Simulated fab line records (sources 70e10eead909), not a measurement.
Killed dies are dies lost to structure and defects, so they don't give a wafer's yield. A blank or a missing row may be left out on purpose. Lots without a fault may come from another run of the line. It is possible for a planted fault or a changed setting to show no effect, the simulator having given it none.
fab line records	flow nand_harc
record lots=24	wafers=72	last_day=34
route steps=1302 shown A_BLC@1130 A_M0@1149 A_M1@1201
lots untouched by any fault: they come from a run of this same line in which no faults occurred
start_h: start of the lot's first displayed wafer, in hours after the record's first day	wait_h: hours since the lot's step before	" identical to the entry in the row above	L1.1+2: several wafers, shown together as one row	- value missing, or start not given	* or withheld: withheld	< > ~ a bound
route shown NAME@n: names a module that has steps shown in the file, with the first one's number in the route	usual: mean/standard deviation taken from wafers without a fault	same: alike in all rows	chamber/n: place in a boat	sites: readings site by site	_std_site: standard deviation of those values	_edge_site: mean of outer sites minus mean of inner sites	radius_mm: for every site, how far away it sits from the centre of the wafer	mask NAME#n: copy n	behind: the last tool/chamber to shape the wafer	hold: cause of the lot's hold/its duration in hours/its outcome	device: whichever transistor did not switch (one of n, p or np)	end of line: at the end of the route, the tests of the same wafers	step lacking rows: just its recipe	killed: count of dies lost to structure and defects at first sort (not the wafer's yield)	map: a wafer's dies, x killed, . not, _ none there
set.NAME: the setting the step ran with; set.NAME@STEP: the setting that earlier step ran with	model.NAME: the simulator's own value behind a step, which no gauge read
route steps across a sampled set of lots; one table per step, one row per wafer
services: from which hour (start_h, from the record's first day; less than 0 if before it) a tool's chamber was out of use, for how many hours, and why
## steps
# step NHARC_A_BLC_PVD_32
# recipe target_thk_a=50	chamber_pressure_pa=5	power_w=5000	substrate_temp_c=200	time_s=17.7	material=Ti
# usual throttle_valve_pct=29.5/0.88
# same time_s=17.7
lot.wafer	tool	chamber	start_h	wait_h	throttle_valve_pct
L075.3	pvd_sputter-01	-	-	-	27.9
L075.6	"	-	"	"	30.7
L075.5	"	-	"	"	28.2
L076.1	pvd_sputter-02	-	-	-	28.5
L076.2	"	-	"	"	29.9
L076.3	"	-	"	"	29.8
L074.1	pvd_sputter-02	-	-	-	29.7
L074.2	"	-	"	"	29.7
L074.5	"	-	"	"	29.6
L077.3	pvd_sputter-01	-	-	-	28.7
L077.2	"	-	"	"	31.3
L077.6	"	-	"	"	30.6
L078.2	pvd_sputter-02	-	-	-	30.0
L078.4	"	-	"	"	28.5
L078.5	"	-	"	"	29.6
L079.3	pvd_sputter-03	-	-	-	29.8
L079.4	"	-	"	"	30.3
L079.5	"	-	"	"	29.6
L082.1	pvd_sputter-03	-	-	-	28.8
L082.6	"	-	"	"	28.7
L082.5	"	-	"	"	29.7
L080.3	pvd_sputter-02	-	-	-	29.8
L080.5	"	-	"	"	28.5
L080.6	"	-	"	"	29.6
L081.4	pvd_sputter-03	-	-	-	29.4
L081.3	"	-	"	"	30.5
L081.1	"	-	"	"	28.6
L083.1	pvd_sputter-01	-	-	-	28.0
L083.6	"	-	"	"	28.3
L083.5	"	-	"	"	30.9
L085.3	pvd_sputter-02	-	-	-	29.8
L085.1	"	-	"	"	28.7
L085.5	"	-	"	"	29.8
L084.1	pvd_sputter-01	-	-	-	29.9
L084.3	"	-	"	"	28.2
L084.6	"	-	"	"	29.9
L086.1	pvd_sputter-03	-	-	-	29.2
L086.4	"	-	"	"	29.0
L086.5	"	-	"	"	30.1
L088.4	pvd_sputter-01	-	-	-	30.2
L088.1	"	-	"	"	30.9
L088.5	"	-	"	"	28.4
L090.1	pvd_sputter-03	-	-	-	30.2
L090.3	"	-	"	"	28.8
L090.2	"	-	"	"	29.5
L091.1	pvd_sputter-01	-	-	-	29.3
L091.6	"	-	"	"	30.2
L091.5	"	-	"	"	28.3
L087.3	pvd_sputter-01	-	-	-	30.0
L087.1	"	-	"	"	31.0
L087.2	"	-	"	"	28.9
L089.3	pvd_sputter-01	-	-	-	30.8
L089.5	"	-	"	"	30.2
L089.6	"	-	"	"	28.4
L092.1	pvd_sputter-03	-	-	-	30.3
L092.2	"	-	"	"	28.7
L092.5	"	-	"	"	28.7
L095.3	pvd_sputter-02	-	-	-	29.9
L095.4	"	-	"	"	29.6
L095.1	"	-	"	"	31.1
L094.4	pvd_sputter-03	-	-	-	29.2
L094.3	"	-	"	"	28.6
L094.1	"	-	"	"	29.5
L093.2	pvd_sputter-02	-	-	-	31.0
L093.4	"	-	"	"	30.8
L093.6	"	-	"	"	29.8
L096.1	pvd_sputter-03	-	-	-	28.6
L096.4	"	-	"	"	29.2
L096.6	"	-	"	"	28.4
L097.2	pvd_sputter-02	-	-	-	30.8
L097.1	"	-	"	"	30.9
L097.5	"	-	"	"	30.0
# step NHARC_A_M0_INSPECT_11
# usual raw_defect_count=88/33
lot.wafer	tool	chamber	start_h	wait_h	raw_defect_count
L076.1	defect_inspect-01	-	531.84	0.0	112
L076.2	"	-	"	"	131
L076.3	"	-	"	"	140
L075.3	defect_inspect-02	-	532.00	0.0	97
L075.5	"	-	"	"	111
L075.6	"	-	"	"	97
L074.1	defect_inspect-01	-	533.47	0.0	111
L074.2	"	-	"	"	106
L074.5	"	-	"	"	99
L077.2	defect_inspect-02	-	546.74	0.0	102
L077.3	"	-	"	"	118
L077.6	"	-	"	"	105
L078.2	defect_inspect-01	-	561.43	0.0	111
L078.4	"	-	"	"	90
L078.5	"	-	"	"	100
L079.3	defect_inspect-01	-	582.57	0.0	127
L079.4	"	-	"	"	118
L079.5	"	-	"	"	115
L082.1	defect_inspect-02	-	588.76	0.0	30
L082.5	"	-	"	"	36
L082.6	"	-	"	"	40
L080.3	defect_inspect-01	-	591.20	0.0	81
L080.5	"	-	"	"	107
L080.6	"	-	"	"	93
L081.1	defect_inspect-02	-	619.12	0.0	129
L081.3	"	-	"	"	124
L081.4	"	-	"	"	158
L083.1	defect_inspect-01	-	620.88	0.0	15
L083.5	"	-	"	"	20
L083.6	"	-	"	"	12
L085.1	defect_inspect-02	-	624.43	0.0	108
L085.3	"	-	"	"	121
L085.5	"	-	"	"	119
L084.1	defect_inspect-02	-	628.18	0.0	96
L084.3	"	-	"	"	83
L084.6	"	-	"	"	75
L086.1	defect_inspect-01	-	645.07	0.0	112
L086.4	"	-	"	"	98
L086.5	"	-	"	"	110
L088.1	defect_inspect-01	-	664.18	0.0	71
L088.4	"	-	"	"	84
L088.5	"	-	"	"	76
L090.1	defect_inspect-01	-	668.66	0.0	85
L090.2	"	-	"	"	84
L090.3	"	-	"	"	94
L091.1	defect_inspect-01	-	671.81	0.0	132
L091.5	"	-	"	"	135
L091.6	"	-	"	"	173
L087.1	defect_inspect-02	-	672.78	0.0	103
L087.2	"	-	"	"	87
L087.3	"	-	"	"	97
L089.3	defect_inspect-02	-	674.88	0.0	72
L089.5	"	-	"	"	77
L089.6	"	-	"	"	65
L092.1	defect_inspect-02	-	692.69	0.0	38
L092.2	"	-	"	"	27
L092.5	"	-	"	"	45
L095.1	defect_inspect-02	-	716.12	0.0	85
L095.3	"	-	"	"	94
L095.4	"	-	"	"	94
L094.1	defect_inspect-01	-	719.15	0.0	25
L094.3	"	-	"	"	34
L094.4	"	-	"	"	25
L093.2	defect_inspect-02	-	721.49	0.0	58
L093.4	"	-	"	"	64
L093.6	"	-	"	"	69
L096.1	defect_inspect-01	-	758.79	0.0	79
L096.4	"	-	"	"	88
L096.6	"	-	"	"	94
L097.1	defect_inspect-01	-	760.18	0.0	92
L097.2	"	-	"	"	99
L097.5	"	-	"	"	104
# step NHARC_A_M0_ETCH_15
# recipe target_depth_a=1500	overetch_a=150	time_s=82.5	c4f8_flow_sccm=withheld	ar_flow_sccm=400	rf_w=600	bias_w=300	chemistry=C4F8/Ar
# usual oes_product_au=0.948/0.024	rf_vpp_V=441/3
# same time_s=82.5
lot.wafer	tool	chamber	start_h	wait_h	oes_product_au	rf_hours_counter_h	rf_vpp_V
L076.1	rie_diel-03	0	-	-	0.983	2.8	441
L076.3	"	1	"	"	0.955	2.7	445
L076.2	"	3	"	"	0.980	2.5	445
L075.3	rie_diel-12	0	-	-	0.930	5.3	438
L075.5	"	0	"	"	0.935	-	437
L075.6	"	1	"	"	0.909	-	437
L074.1	rie_diel-03	2	-	-	0.973	2.8	438
L074.2	"	0	"	"	0.959	2.9	441
L074.5	"	2	"	"	0.981	-	437
L077.2	rie_diel-03	1	-	-	0.916	3.4	445
L077.3	"	2	"	"	0.927	3.5	438
L077.6	"	3	"	"	0.921	-	442
L078.4	rie_diel-03	1	-	-	0.916	5.3	443
L078.2	"	2	"	"	0.929	5.2	437
L078.5	"	3	"	"	0.927	-	441
L079.4	rie_diel-03	2	-	-	0.914	6.3	436
L079.3	"	1	"	"	0.925	6.4	444
L079.5	"	2	"	"	0.936	-	437
L082.1	rie_diel-03	3	-	-	0.971	6.2	443
L082.6	"	2	"	"	0.955	-	437
L082.5	"	3	"	"	0.977	-	442
L080.3	rie_diel-04	3	-	-	0.919	2.6	444
L080.5	"	0	"	"	0.921	-	444
L080.6	"	1	"	"	0.923	-	445
L081.4	rie_diel-04	3	-	-	0.921	5.4	445
L081.3	"	1	"	"	0.921	6.3	445
L081.1	"	2	"	"	0.920	5.6	442
L083.1	rie_diel-03	2	-	-	0.963	7.7	436
L083.5	"	2	"	"	0.974	-	437
L083.6	"	3	"	"	0.945	-	442
L085.1	rie_diel-03	1	-	-	0.922	7.9	445
L085.3	"	2	"	"	0.923	7.8	438
L085.5	"	3	"	"	0.914	-	442
L084.1	rie_diel-03	0	-	-	0.976	7.5	441
L084.3	"	1	"	"	0.970	8.1	446
L084.6	"	2	"	"	0.967	-	437
L086.4	rie_diel-03	0	-	-	0.962	0.2	440
L086.1	"	1	"	"	0.968	0.3	446
L086.5	"	1	"	"	0.978	-	444
L088.1	rie_diel-04	3	-	-	0.912	7.8	446
L088.4	"	1	"	"	0.920	-	445
L088.5	"	3	"	"	0.906	-	444
L090.2	rie_diel-04	3	-	-	0.912	8.0	445
L090.1	"	0	"	"	0.928	8.2	442
L090.3	"	1	"	"	0.921	8.5	445
L091.1	rie_diel-12	3	-	-	0.970	2.2	435
L091.6	"	1	"	"	0.968	-	438
L091.5	"	2	"	"	0.952	-	440
L087.1	rie_diel-12	1	-	-	0.973	1.9	436
L087.2	"	3	"	"	0.971	2.3	437
L087.3	"	0	"	"	0.962	2.0	437
L089.3	rie_diel-03	3	675.24	0.1	0.961	-	443
L089.6	"	2	"	"	0.959	-	438
L089.5	"	3	"	"	0.960	-	445
L092.2	rie_diel-04	1	-	-	0.969	9.8	445
L092.1	"	0	"	"	0.925	9.3	442
L092.5	"	1	"	"	0.966	-	444
L095.4	rie_diel-03	2	-	-	0.979	4.2	437
L095.3	"	3	"	"	0.983	4.3	442
L095.1	"	0	"	"	0.962	2.4	440
L094.3	rie_diel-04	2	-	-	0.977	0.1	445
L094.1	"	3	"	"	0.948	0.1	446
L094.4	"	1	"	"	0.977	0.1	445
L093.2	rie_diel-04	0	-	-	0.966	0.2	444
L093.4	"	2	"	"	0.976	0.1	444
L093.6	"	3	"	"	0.969	-	445
L096.4	rie_diel-03	0	-	-	0.976	5.3	440
L096.1	"	3	"	"	0.926	7.1	441
L096.6	"	1	"	"	0.923	-	445
L097.2	rie_diel-03	1	-	-	0.955	6.7	444
L097.1	"	3	"	"	0.973	7.1	443
L097.5	"	2	"	"	0.978	-	436
# step NHARC_A_M0_STRIP_18
# recipe power_w=1000	n2_flow_sccm=150	h2_flow_sccm=150	ar_flow_sccm=0	bias_w=0	chemistry=N2/H2
# usual drypump_motor_current_A=5.8/0.38	oes_product_au=0.998/0.009	power_w=1000/3.3	rf_vpp_V=90.5/1	showerhead_plenum_p_Torr=2.02/0.11	throttle_valve_pct=14.173/0.01
lot.wafer	tool	chamber	start_h	wait_h	drypump_motor_current_A	oes_product_au	power_w	rf_hours_counter_h	rf_vpp_V	showerhead_plenum_p_Torr	throttle_valve_pct
L076.3	rie_diel-03	0	532.28	0.1	6.0	0.995	1001	2.8	90.4	2.02	14.169
L076.1	"	1	"	"	6.3	0.986	999	2.8	91.1	2.18	14.167
L076.2	"	2	"	"	5.7	0.990	1002	2.7	88.2	1.90	14.202
L075.3	rie_diel-12	1	532.52	0.1	6.2	0.978	997	5.0	89.7	1.93	14.175
L075.5	"	2	"	"	5.6	1.002	1004	-	89.7	2.05	14.165
L075.6	"	3	"	"	5.7	0.989	1000	-	89.6	1.89	14.169
L074.1	rie_diel-12	0	533.93	0.1	6.0	1.012	997	5.4	91.6	1.92	14.185
L074.2	"	2	"	"	5.6	1.002	999	4.1	90.1	2.05	14.183
L074.5	"	0	"	"	6.0	1.016	999	-	90.4	1.92	14.181
L077.3	rie_diel-03	0	547.20	0.1	6.0	1.003	1001	3.5	89.4	2.03	14.191
L077.2	"	1	"	"	6.3	1.006	1004	3.5	92.2	2.18	14.166
L077.6	"	0	"	"	6.0	0.990	999	-	89.2	2.02	14.172
L078.2	rie_diel-04	2	561.86	0.1	5.7	0.990	1000	2.4	90.3	2.10	14.157
L078.4	"	3	"	"	6.4	0.993	1007	-	91.9	2.19	14.167
L078.5	"	0	"	"	5.5	1.004	1000	-	92.0	2.10	14.194
L079.3	rie_diel-12	1	583.01	0.1	6.2	0.989	1000	8.1	89.7	1.92	14.179
L079.4	"	0	"	"	6.0	1.008	998	8.3	90.5	1.92	14.167
L079.5	"	1	"	"	6.2	1.002	1000	-	90.1	1.92	14.183
L082.1	rie_diel-12	0	589.20	0.1	6.0	1.019	1003	8.8	89.1	1.92	14.166
L082.6	"	0	"	"	6.0	1.016	1001	-	90.7	1.92	14.177
L082.5	"	1	"	"	6.2	0.995	995	-	89.1	1.92	14.162
L080.3	rie_diel-03	3	591.69	0.1	5.0	0.999	999	6.2	92.0	2.11	14.177
L080.6	"	1	"	"	6.3	0.994	1000	-	91.0	2.18	14.172
L080.5	"	2	"	"	5.7	1.001	995	-	89.3	1.90	14.185
L081.4	rie_diel-03	2	619.58	0.1	5.7	0.991	1000	7.7	90.7	1.90	14.166
L081.1	"	3	"	"	5.0	0.993	996	6.9	90.7	2.11	14.163
L081.3	"	0	"	"	6.0	0.987	1002	7.3	89.1	2.02	14.188
L083.1	rie_diel-12	0	621.40	0.1	6.0	1.012	994	10.7	88.0	1.92	14.174
L083.5	"	1	"	"	6.2	0.999	999	-	89.8	1.92	14.172
L083.6	"	2	"	"	5.6	0.994	1000	-	91.7	2.05	14.182
L085.1	rie_diel-04	1	624.89	0.1	5.4	1.002	999	6.4	92.5	2.19	14.150
L085.3	"	2	"	"	5.7	1.001	1005	5.7	91.7	2.10	14.168
L085.5	"	1	"	"	5.4	1.001	997	-	90.8	2.19	14.155
L084.3	rie_diel-04	2	628.61	0.1	5.6	0.981	990	5.9	90.3	2.10	14.177
L084.1	"	3	"	"	6.5	0.990	1001	5.7	90.9	2.19	14.177
L084.6	"	3	"	"	6.5	0.984	998	-	90.1	2.19	14.163
L086.4	rie_diel-12	2	645.53	0.1	5.6	0.993	1000	0.4	91.0	2.05	14.161
L086.1	"	3	"	"	5.8	0.999	999	0.4	90.8	1.89	14.170
L086.5	"	1	"	"	6.2	0.998	995	-	90.3	1.92	14.172
L088.1	rie_diel-12	3	664.68	0.1	5.8	1.003	1000	2.1	89.6	1.89	14.172
L088.4	"	0	"	"	5.9	1.004	1001	1.9	90.3	1.92	14.164
L088.5	"	3	"	"	5.8	0.996	999	-	90.8	1.89	14.181
L090.3	rie_diel-03	2	669.14	0.1	5.7	1.014	1006	1.5	90.2	1.90	14.164
L090.1	"	3	"	"	4.9	1.025	997	1.9	90.3	2.11	14.176
L090.2	"	1	"	"	6.3	1.008	1000	1.4	91.5	2.17	14.187
L091.1	rie_diel-12	3	672.27	0.1	5.8	1.009	994	2.3	88.6	1.89	14.156
L091.5	"	2	"	"	5.6	0.992	998	-	90.1	2.05	14.180
L091.6	"	3	"	"	5.8	0.996	994	-	89.6	1.89	14.185
L087.1	rie_diel-03	2	673.21	0.1	5.7	1.013	1003	2.3	89.4	1.90	14.173
L087.2	"	3	"	"	5.0	1.018	998	2.7	92.0	2.11	14.170
L087.3	"	3	"	"	5.0	1.013	1002	-	89.1	2.11	14.170
L089.3	rie_diel-12	0	675.49	0.1	5.9	1.008	1002	2.4	91.0	1.92	14.187
L089.5	"	2	"	"	5.6	0.999	1005	-	91.1	2.05	14.176
L089.6	"	3	"	"	5.8	1.007	1000	-	89.5	1.89	14.184
L092.1	rie_diel-04	3	693.15	0.1	6.5	0.976	1001	9.3	90.7	2.19	14.179
L092.2	"	1	"	"	5.4	0.991	1003	9.8	92.1	2.19	14.174
L092.5	"	3	"	"	6.5	0.982	1007	-	92.0	2.19	14.165
L095.1	rie_diel-12	3	716.58	0.1	5.8	0.991	1004	4.9	90.9	1.89	14.181
L095.4	"	0	"	"	6.0	1.001	997	3.9	89.6	1.92	14.178
L095.3	"	1	"	"	6.2	0.990	1000	3.7	90.2	1.92	14.192
L094.3	rie_diel-03	1	719.59	0.1	6.3	1.010	999	4.1	91.8	2.17	14.175
L094.1	"	2	"	"	5.7	1.009	999	4.5	89.2	1.90	14.170
L094.4	"	0	"	"	6.0	1.005	994	2.8	90.1	2.02	14.157
L093.4	rie_diel-12	1	721.95	0.1	6.2	0.996	997	3.8	89.0	1.92	14.190
L093.2	"	3	"	"	5.8	0.995	1002	5.1	90.2	1.89	14.173
L093.6	"	0	"	"	6.0	1.009	999	-	90.0	1.92	14.167
L096.4	rie_diel-04	1	759.25	0.1	5.4	0.994	1002	0.7	91.6	2.18	14.159
L096.1	"	2	"	"	5.6	0.997	1001	0.7	92.2	2.10	14.172
L096.6	"	1	"	"	5.4	0.995	998	-	92.9	2.18	14.154
L097.2	rie_diel-12	2	760.61	0.1	5.6	0.991	1006	8.6	89.5	2.04	14.170
L097.1	"	3	"	"	5.8	0.997	997	7.6	90.1	1.88	14.150
L097.5	"	3	"	"	5.8	1.001	1002	-	90.1	1.88	14.159
# step NHARC_A_M0_PVD_20
# recipe target_thk_a=50	bias_v=168.6	power_w=15000	chamber_pressure_pa=0.12	time_s=8.06	substrate_temp_c=50	material=TaN
# usual throttle_valve_pct=29.6/0.84
# same time_s=8.06
lot.wafer	tool	chamber	start_h	wait_h	throttle_valve_pct
L076.2	pvd_sputter-02	-	-	-	30.1
L076.3	"	-	"	"	28.6
L076.1	"	-	"	"	30.2
L075.3	pvd_sputter-01	-	-	-	30.8
L075.5	"	-	"	"	29.0
L075.6	"	-	"	"	30.9
L074.2	pvd_sputter-01	-	-	-	31.0
L074.1	"	-	"	"	31.2
L074.5	"	-	"	"	28.8
L077.3	pvd_sputter-02	-	-	-	30.6
L077.2	"	-	"	"	28.6
L077.6	"	-	"	"	30.5
L078.2	pvd_sputter-03	-	-	-	29.6
L078.4	"	-	"	"	28.7
L078.5	"	-	"	"	29.3
L079.4	pvd_sputter-03	-	-	-	28.6
L079.3	"	-	"	"	28.9
L079.5	"	-	"	"	30.1
L082.1	pvd_sputter-03	-	-	-	28.8
L082.6	"	-	"	"	28.6
L082.5	"	-	"	"	29.4
L080.3	pvd_sputter-02	-	-	-	30.5
L080.5	"	-	"	"	29.8
L080.6	"	-	"	"	28.6
L081.4	pvd_sputter-02	-	-	-	30.8
L081.3	"	-	"	"	29.7
L081.1	"	-	"	"	28.7
L083.1	pvd_sputter-03	-	-	-	30.3
L083.6	"	-	"	"	28.7
L083.5	"	-	"	"	29.5
L085.1	pvd_sputter-02	-	-	-	29.6
L085.3	"	-	"	"	30.5
L085.5	"	-	"	"	29.9
L084.3	pvd_sputter-02	-	-	-	29.5
L084.1	"	-	"	"	30.1
L084.6	"	-	"	"	29.8
L086.4	pvd_sputter-03	-	-	-	29.7
L086.1	"	-	"	"	28.8
L086.5	"	-	"	"	29.3
L088.4	pvd_sputter-02	-	-	-	29.5
L088.1	"	-	"	"	30.9
L088.5	"	-	"	"	30.1
L090.2	pvd_sputter-02	-	-	-	30.6
L090.1	"	-	"	"	30.9
L090.3	"	-	"	"	29.8
L091.1	pvd_sputter-01	-	-	-	30.1
L091.5	"	-	"	"	28.6
L091.6	"	-	"	"	30.9
L087.3	pvd_sputter-01	-	-	-	29.3
L087.2	"	-	"	"	28.6
L087.1	"	-	"	"	30.9
L089.3	pvd_sputter-03	-	-	-	30.5
L089.5	"	-	"	"	28.9
L089.6	"	-	"	"	29.4
L092.2	pvd_sputter-02	-	-	-	30.6
L092.1	"	-	"	"	29.6
L092.5	"	-	"	"	31.0
L095.3	pvd_sputter-02	-	-	-	29.9
L095.4	"	-	"	"	29.5
L095.1	"	-	"	"	31.0
L094.1	pvd_sputter-03	-	-	-	28.3
L094.3	"	-	"	"	29.3
L094.4	"	-	"	"	29.3
L093.4	pvd_sputter-03	-	-	-	29.0
L093.2	"	-	"	"	29.0
L093.6	"	-	"	"	28.3
L096.4	pvd_sputter-02	-	-	-	30.4
L096.1	"	-	"	"	31.0
L096.6	"	-	"	"	30.4
L097.1	pvd_sputter-03	-	-	-	29.2
L097.2	"	-	"	"	28.4
L097.5	"	-	"	"	29.2
# step NHARC_A_M1_DEP_33
# recipe target_thk_a=300	temp_c=370	target_thk_nm=30	pressure_torr=3	flow_sccm=200	rf_w=450	material=SiCN
# usual chamber_pressure_Torr=2.999/0.0067	heater_power_w=556/50	showerhead_vpp_V=1291/49
lot.wafer	tool	chamber	start_h	wait_h	chamber_pressure_Torr	heater_power_w	showerhead_vpp_V
L076.2	pecvd-03	0	538.63	0.1	3.002	519	1290
L076.3	"	1	"	"	2.996	509	1344
L076.1	"	2	"	"	2.999	552	1285
L075.3	pecvd-03	2	539.15	0.1	2.994	539	1280
L075.6	"	0	"	"	2.999	530	1299
L075.5	"	1	"	"	3.001	552	1338
L074.1	pecvd-02	0	540.36	0.1	2.989	503	1343
L074.2	"	1	"	"	3.013	646	1278
L074.5	"	2	"	"	3.009	618	1335
L077.3	pecvd-02	0	554.34	0.1	2.989	520	1343
L077.2	"	1	"	"	3.012	633	1260
L077.6	"	1	"	"	2.998	650	1276
L078.2	pecvd-03	2	568.25	0.1	2.987	477	1311
L078.4	"	1	"	"	3.005	527	1326
L078.5	"	2	"	"	2.990	489	1303
L079.3	pecvd-03	0	589.54	0.1	3.010	549	1310
L079.5	"	0	"	"	2.995	567	1305
L079.4	"	2	"	"	2.995	599	1304
L082.1	pecvd-03	0	595.68	0.1	2.987	479	1280
L082.6	"	2	"	"	2.992	514	1291
L082.5	"	0	"	"	2.992	495	1280
L080.3	pecvd-03	2	598.57	0.1	2.997	573	1310
L080.6	"	1	"	"	2.991	523	1311
L080.5	"	2	"	"	3.002	560	1289
L081.3	pecvd-02	1	626.72	0.1	3.006	576	1272
L081.1	"	2	"	"	2.995	559	1324
L081.4	"	0	"	"	3.005	518	1357
L083.1	pecvd-01	2	628.29	0.1	2.995	518	1172
L083.5	"	1	"	"	3.003	620	1212
L083.6	"	2	"	"	2.996	521	1165
L085.3	pecvd-03	1	631.13	0.1	3.010	487	1339
L085.1	"	0	"	"	3.001	542	1282
L085.5	"	1	"	"	2.996	488	1340
L084.3	pecvd-01	1	634.98	0.1	2.994	634	1200
L084.1	"	0	"	"	2.994	653	1246
L084.6	"	1	"	"	2.987	641	1207
L086.1	pecvd-02	2	652.04	0.1	2.996	571	1329
L086.5	"	0	"	"	3.013	542	1324
L086.4	"	2	"	"	2.997	573	1349
L088.1	pecvd-01	2	671.07	0.1	3.003	498	1179
L088.5	"	0	"	"	3.005	666	1225
L088.4	"	1	"	"	2.985	599	1232
L090.3	pecvd-03	0	675.62	0.1	3.006	534	1292
L090.1	"	1	"	"	2.993	502	1296
L090.2	"	2	"	"	2.994	556	1290
L091.1	pecvd-02	0	678.69	0.1	3.003	508	1329
L091.5	"	0	"	"	2.998	522	1359
L091.6	"	2	"	"	2.998	593	1322
L087.3	pecvd-03	0	680.09	0.1	3.009	576	1326
L087.1	"	1	"	"	3.003	517	1335
L087.2	"	2	"	"	2.993	581	1295
L089.3	pecvd-02	2	681.86	0.1	3.010	541	1342
L089.5	"	2	"	"	2.998	534	1317
L089.6	"	0	"	"	2.994	511	1338
L092.1	pecvd-02	2	699.70	0.1	2.996	548	1340
L092.2	"	0	"	"	2.994	513	1311
L092.5	"	1	"	"	3.001	602	1291
L095.3	pecvd-01	0	722.96	0.1	2.998	557	1243
L095.1	"	1	"	"	3.014	666	1215
L095.4	"	1	"	"	3.009	651	1203
L094.1	pecvd-02	1	727.43	0.1	3.013	540	1278
L094.3	"	0	"	"	3.003	535	1345
L094.4	"	1	"	"	3.006	535	1296
L093.2	pecvd-01	1	728.35	0.1	2.990	665	1222
L093.6	"	0	"	"	3.002	636	1239
L093.4	"	2	"	"	3.000	523	1177
L096.1	pecvd-03	2	765.72	0.1	2.994	524	1319
L096.4	"	1	"	"	2.997	553	1328
L096.6	"	0	"	"	3.000	526	1291
L097.2	pecvd-03	2	767.16	0.1	3.005	492	1297
L097.1	"	1	"	"	3.002	510	1311
L097.5	"	1	"	"	2.993	504	1300
## services
tool	chamber	start_h	hours	kind
rie_diel-03	3	505.74	5.3	repair
rie_diel-12	-	512.49	0.4	repair
pvd_sputter-01	-	514.06	2.0	repair
pvd_sputter-03	-	528.59	10.0	pm
rie_diel-04	-	531.99	9.0	pm
rie_diel-12	2	549.42	5.1	repair
rie_diel-04	1	561.06	3.0	repair
pvd_sputter-01	-	582.00	10.0	pm
rie_diel-04	-	583.21	1.2	repair
pvd_sputter-02	-	602.72	1.9	repair
rie_diel-12	0	605.56	8.4	repair
rie_diel-12	-	622.40	9.0	pm
rie_diel-03	-	635.30	9.0	pm
pvd_sputter-02	-	638.04	10.0	pm
rie_diel-03	0	662.72	15.4	repair
rie_diel-04	2	663.02	22.0	repair
rie_diel-03	1	672.78	2.8	repair
rie_diel-04	0	683.46	8.5	repair
rie_diel-03	-	692.76	2.2	repair
pvd_sputter-03	-	706.59	10.0	pm
rie_diel-03	0	708.93	1.6	repair
rie_diel-04	-	708.99	9.0	pm
pvd_sputter-03	-	717.21	0.5	repair
rie_diel-12	3	735.29	1.5	repair
## key
fault none
